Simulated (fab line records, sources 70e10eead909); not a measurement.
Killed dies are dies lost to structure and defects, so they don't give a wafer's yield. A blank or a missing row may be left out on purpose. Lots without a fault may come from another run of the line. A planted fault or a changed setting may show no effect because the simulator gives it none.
fab line records | flow nand_harc | part 2 of 2: steps 5 to 6 of 6
record lots=22 wafers=66 last_day=33
route steps=1302 shown A_STAIRCASE@789 A_SGD_CUT@904
lots that met no fault: from a run of the same line without faults
start_h: hours from the record's first day to the start of the lot's first wafer shown | wait_h: hours since the lot's step before | " the same as in the row above | L1.1+2: a row that stands for several wafers | - no value, or no start given | * or withheld: withheld | < > ~ a bound
route shown NAME@n: a module of which the file shows steps, and the number in the route of the first | usual: mean/standard deviation of fault-free wafers | same: alike in all rows | chamber/n: place in a boat | sites: the reading at each site | _std_site: their standard deviation | _edge_site: outer sites' mean less inner sites' | radius_mm: how far each site lies from the wafer's centre | mask NAME#n: copy n | behind: the tool/chamber that last shaped the wafer | hold: why the lot was held/for how many hours/how that ended | device: the transistor (n, p or np) that didn't switch | end of line: the same wafers' tests at the end of the route | a step without rows: its recipe alone | killed: dies lost to structure and defects at the first sort, not the wafer's yield | map: a wafer's dies, x killed, . not, _ none there
set.NAME: the setting as run; set.NAME@STEP: as run at that earlier step | model.NAME: the simulator's own value behind a step, which no gauge read
steps of the route over a sample of lots; a table a step, a row a wafer
services: from which hour (start_h, from the record's first day; less than 0 if before it) a tool's chamber was out of use, for how many hours, and why
## steps
# step NHARC_A_STAIRCASE_STRIP_475
# recipe time_s=20 o2_flow_sccm=500 ar_flow_sccm=0 bias_w=0 chemistry=O2
# usual drypump_motor_current_A=5.7/0.4 oes_product_au=1.001/0.0088 rf_vpp_V=57.9/0.91 showerhead_plenum_p_Torr=3.59/0.16 throttle_valve_pct=17.036/0.0092
# same bias_w=0
# columns lot.wafer tool chamber start_h wait_h drypump_motor_current_A oes_product_au rf_hours_counter_h rf_vpp_V showerhead_plenum_p_Torr throttle_valve_pct
L074.3 rie_diel-04 0 - - 6.7 1.016 21 56.4 3.80 17.035
L074.1 " 1 " " 5.8 1.005 23 58.5 3.48 17.042
L074.5 " 2 " " 5.1 1.011 - 58.1 3.76 17.035
L076.4 rie_diel-12 3 - - 5.7 0.994 45 58.6 3.59 17.041
L076.6 " 1 " " 5.8 1.021 - 57.7 3.72 17.035
L076.5 " 2 " " 5.3 1.005 - 57.3 3.45 17.046
L075.2 rie_diel-04 2 - - 5.1 0.996 23 58.8 3.76 17.026
L075.4 " 3 " " 5.5 0.998 21 57.6 3.29 17.014
L075.5 " 1 " " 5.8 1.013 - 59.5 3.48 17.029
L077.3 rie_diel-01 1 - - 5.5 1.012 32 58.4 3.65 17.030
L077.2 " 3 " " 5.8 1.013 28 58.8 3.34 17.034
L077.6 " 1 " " 5.6 1.011 - 57.6 3.65 17.031
L078.3 rie_diel-01 1 - - 5.6 1.013 34 56.5 3.65 17.052
L078.1 " 0 " " 5.7 1.009 33 57.6 3.56 17.042
L078.6 " 2 " " 5.9 0.992 - 56.7 3.48 17.035
L079.1 rie_diel-12 1 - - 5.8 0.994 10 58.3 3.71 17.034
L079.2 " 2 " " 5.3 1.002 7 57.5 3.45 17.036
L079.4 " 3 " " 5.7 1.006 7 56.9 3.59 17.042
L080.3 rie_diel-12 0 - - 6.3 0.991 11 58.3 3.77 17.009
L080.5 " 0 " " 6.3 0.991 - 57.4 3.77 17.033
L080.6 " 1 " " 5.8 0.992 - 59.7 3.71 17.040
L081.1 rie_diel-04 3 - - 5.5 0.992 36 55.4 3.28 17.044
L081.4 " 1 " " 5.8 1.007 36 56.1 3.47 17.037
L081.6 " 0 " " 6.7 1.002 - 58.4 3.78 17.055
L083.1 rie_diel-12 0 - - 6.3 0.994 20 56.8 3.77 17.033
L083.4 " 1 " " 5.8 0.991 24 58.3 3.70 17.035
L083.5 " 1 " " 5.8 0.988 - 59.2 3.70 17.045
L085.1 rie_diel-12 0 555.05 0.2 6.3 1.003 22 57.9 3.77 17.037
L085.6 " 3 " " 5.7 1.003 - 57.8 3.57 17.017
L085.4 " 0 " " 6.3 1.009 - 57.8 3.77 17.009
L086.2 rie_diel-12 1 - - 5.8 1.007 34 57.5 3.70 17.047
L086.4 " 3 " " 5.7 1.002 29 58.2 3.57 17.035
L086.6 " 1 " " 5.8 1.008 - 59.0 3.70 17.056
L087.1 rie_diel-04 3 - - 5.5 1.001 12 57.7 3.80 17.041
L087.4 " 1 " " 5.8 1.011 7 57.7 3.47 17.026
L087.5 " 3 " " 5.5 1.005 - 59.1 3.80 17.036
L089.4 rie_diel-01 2 - - 5.9 0.985 6 57.0 3.47 17.033
L089.2 " 3 " " 5.8 0.986 5 56.9 3.32 17.043
L089.1 " 0 " " 5.7 1.005 5 60.0 3.54 17.036
L088.1 rie_diel-04 0 - - 6.7 1.002 21 58.3 3.77 17.046
L088.4 " 2 " " 5.1 1.005 22 58.8 3.73 17.031
L088.6 " 1 " " 5.7 0.986 - 57.0 3.46 17.031
L090.2 rie_diel-01 1 - - 5.6 0.999 8 57.0 3.63 17.041
L090.3 " 3 " " 5.8 0.982 10 58.4 3.32 17.041
L090.5 " 0 " " 5.7 1.000 - 57.6 3.54 17.023
L092.2 rie_diel-04 2 - - 5.1 1.002 25 58.6 3.73 17.031
L092.3 " 3 " " 5.5 1.006 29 59.1 3.79 17.037
L092.5 " 2 " " 5.1 1.003 - 58.2 3.73 17.052
L091.4 rie_diel-12 2 - - 5.3 0.991 49 58.3 3.42 17.034
L091.5 " 1 " " 5.8 1.005 - 59.1 3.69 17.026
L091.6 " 2 " " 5.3 0.985 - 57.1 3.42 17.038
L093.4 rie_diel-12 0 - - 6.3 1.009 39 59.1 3.76 17.038
L093.1 " 2 " " 5.3 0.996 49 58.1 3.42 17.037
L093.6 " 0 " " 6.3 1.010 - 58.2 3.76 17.027
L095.3 rie_diel-12 1 - - 5.8 0.998 7 58.6 3.68 17.035
L095.1 " 0 " " 6.3 1.006 5 59.0 3.75 17.036
L095.6 " 2 " " 5.3 1.001 - 56.9 3.42 17.030
L094.3 rie_diel-01 1 - - 5.6 1.009 19 58.4 3.63 17.030
L094.2 " 2 " " 5.9 0.995 24 58.2 3.46 17.019
L094.5 " 3 " " 5.8 0.994 - 56.8 3.31 17.045
L097.1 rie_diel-12 3 - - 5.6 0.994 9 57.2 3.56 17.034
L097.2 " 0 " " 6.3 1.002 9 59.1 3.75 17.046
L097.4 " 1 " " 5.8 0.999 11 57.9 3.68 17.039
L096.2 rie_diel-12 1 - - 5.8 1.003 12 58.7 3.68 17.051
L096.6 " 3 " " 5.6 1.004 - 57.5 3.56 17.041
L096.5 " 0 " " 6.3 1.012 - 57.4 3.75 17.039
# step NHARC_A_SGD_CUT_DESCUM_14
# recipe time_s=3 o2_flow_sccm=200 ar_flow_sccm=0 bias_power_w=0 chemistry=O2
# usual drypump_motor_current_A=5.7/0.56 oes_product_au=1.001/0.011 rf_vpp_V=57.8/0.87 showerhead_plenum_p_Torr=1.89/0.065 throttle_valve_pct=11.312/0.0098
# columns lot.wafer tool chamber start_h wait_h drypump_motor_current_A oes_product_au rf_hours_counter_h rf_vpp_V showerhead_plenum_p_Torr throttle_valve_pct
L074.1 rie_diel-13 0 435.22 0.1 6.8 1.006 5 56.9 1.84 11.305
L074.3 " 2 " " 5.3 1.007 4 56.4 1.86 11.314
L074.5 " 3 " " 6.2 0.980 - 56.8 1.95 11.314
L076.4 rie_diel-13 2 439.75 0.1 5.3 1.000 - 58.0 1.86 11.319
L076.5 " 2 " " 5.3 1.009 - 57.2 1.86 11.325
L076.6 " 0 " " 6.7 1.002 - 57.2 1.84 11.304
L075.4 rie_diel-10 1 439.92 0.1 5.4 1.014 1 58.9 1.95 11.304
L075.2 " 0 " " 5.9 1.013 0 58.8 1.85 11.303
L075.5 " 1 " " 5.4 1.011 - 57.9 1.95 11.311
L077.2 rie_diel-13 1 476.85 0.1 5.1 0.998 7 57.3 2.03 11.320
L077.3 " 1 " " 5.1 0.994 - 58.2 2.03 11.311
L077.6 " 1 " " 5.1 0.988 - 58.9 2.03 11.302
L078.1 rie_diel-10 3 480.44 0.1 6.2 0.992 4 57.4 1.96 11.292
L078.3 " 1 " " 5.4 1.028 4 58.4 1.95 11.302
L078.6 " 3 " " 6.2 0.989 - 57.0 1.96 11.324
L079.1 rie_diel-05 0 483.61 0.1 5.0 1.000 4 60.3 1.93 11.324
L079.2 " 1 " " 6.5 1.007 4 56.3 1.80 11.315
L079.4 " 2 " " 5.3 1.017 5 56.2 1.85 11.303
L080.3 rie_diel-13 1 487.66 0.1 5.1 0.991 8 56.6 2.03 11.322
L080.6 " 1 " " 5.1 1.007 - 58.8 2.03 11.302
L080.5 " 2 " " 5.3 1.011 - 56.3 1.86 11.305
L081.4 rie_diel-05 0 503.60 0.1 5.0 1.004 5 56.7 1.93 11.315
L081.1 " 2 " " 5.3 1.026 6 57.3 1.85 11.323
L081.6 " 0 " " 5.0 0.997 - 58.6 1.93 11.325
L083.1 rie_diel-05 2 528.02 0.1 5.2 1.015 7 57.7 1.85 11.324
L083.4 " 1 " " 6.4 1.008 - 57.2 1.80 11.309
L083.5 " 0 " " 5.0 1.010 - 59.2 1.93 11.303
L085.4 rie_diel-05 0 556.82 0.1 5.0 1.004 9 57.0 1.93 11.309
L085.1 " 2 " " 5.2 1.017 9 57.7 1.85 11.316
L085.6 " 3 " " 5.7 0.990 - 56.9 1.91 11.303
L086.2 rie_diel-10 3 564.21 0.1 6.2 0.984 13 60.6 1.96 11.301
L086.4 " 1 " " 5.4 1.001 12 58.4 1.95 11.299
L086.6 " 3 " " 6.2 0.973 - 58.3 1.96 11.308
L087.1 rie_diel-05 2 573.33 0.1 5.2 1.017 10 57.0 1.85 11.308
L087.4 " 1 " " 6.4 1.018 8 57.9 1.79 11.314
L087.5 " 3 " " 5.6 0.991 - 59.3 1.91 11.312
L089.4 rie_diel-10 2 593.88 0.1 6.0 1.006 15 56.9 1.85 11.299
L089.1 " 3 " " 6.2 0.995 15 57.6 1.96 11.318
L089.2 " 0 " " 5.9 1.007 15 57.0 1.85 11.304
L088.1 rie_diel-05 1 602.87 0.1 6.4 1.007 0 57.8 1.79 11.308
L088.4 " 2 " " 5.2 1.000 0 58.1 1.85 11.323
L088.6 " 0 " " 5.0 0.975 - 56.9 1.93 11.314
L090.3 rie_diel-13 2 603.07 0.1 5.3 0.994 4 58.6 1.86 11.303
L090.2 " 3 " " 6.3 0.985 4 58.1 1.95 11.334
L090.5 " 3 " " 6.3 0.998 - 59.1 1.95 11.308
L092.2 rie_diel-10 2 613.85 0.1 6.0 1.002 1 57.7 1.85 11.329
L092.3 " 3 " " 6.2 1.002 1 57.4 1.96 11.296
L092.5 " 1 " " 5.4 0.993 - 59.1 1.95 11.312
L091.4 rie_diel-13 3 614.15 0.1 6.3 0.992 4 57.9 1.95 11.305
L091.5 " 3 " " 6.2 0.998 - 58.5 1.95 11.318
L091.6 " 0 " " 6.7 0.999 - 56.9 1.83 11.317
L093.4 rie_diel-05 3 614.44 0.1 5.7 0.990 1 58.0 1.91 11.306
L093.1 " 2 " " 5.2 0.991 1 58.5 1.85 11.322
L093.6 " 3 " " 5.7 0.988 - 57.9 1.91 11.325
L095.1 rie_diel-05 1 647.13 0.1 6.5 1.015 3 57.4 1.79 11.311
L095.3 " 2 " " 5.2 1.016 2 58.3 1.85 11.308
L095.6 " 2 " " 5.2 1.008 - 58.1 1.85 11.304
L094.2 rie_diel-13 3 647.57 0.1 6.2 0.997 6 57.5 1.95 11.314
L094.3 " 1 " " 5.1 0.997 6 59.2 2.03 11.321
L094.5 " 2 " " 5.3 0.999 - 59.6 1.86 11.318
L097.4 rie_diel-13 3 657.08 0.1 6.2 1.006 7 57.3 1.95 11.317
L097.1 " 0 " " 6.7 0.998 6 58.5 1.83 11.332
L097.2 " 1 " " 5.1 1.008 7 57.4 2.03 11.302
L096.2 rie_diel-05 0 658.37 0.1 5.0 0.974 3 57.0 1.93 11.326
L096.6 " 2 " " 5.3 1.001 - 58.8 1.85 11.328
L096.5 " 3 " " 5.7 0.980 - 58.3 1.91 11.324
## services
# columns tool chamber start_h hours kind
rie_diel-04 0 344.27 10.1 repair
rie_diel-04 - 358.78 9.0 pm
cmp-04 - 380.05 4.0 pm
rie_diel-01 - 383.99 9.0 pm
rie_diel-01 0 404.83 2.1 repair
rie_diel-05 - 406.60 9.0 pm
rie_diel-12 - 407.18 1.1 repair
pecvd-02 - 408.23 13.0 pm
rie_diel-12 3 411.25 2.0 repair
rie_diel-12 2 417.94 1.3 repair
pecvd-02 0 433.99 2.5 repair
cmp-04 - 445.41 0.9 repair
rie_diel-12 - 446.86 9.0 pm
rie_diel-04 2 456.93 5.6 repair
rie_diel-04 - 486.02 0.6 repair
rie_diel-12 0 490.37 19.8 repair
rie_diel-04 - 535.83 9.0 pm
rie_diel-01 1 558.22 4.2 repair
rie_diel-01 - 560.99 9.0 pm
rie_diel-12 1 571.07 4.2 repair
rie_diel-12 0 589.88 5.1 repair
rie_diel-12 - 623.86 9.0 pm
rie_diel-04 2 634.37 5.1 repair
rie_diel-01 1 646.94 11.9 repair
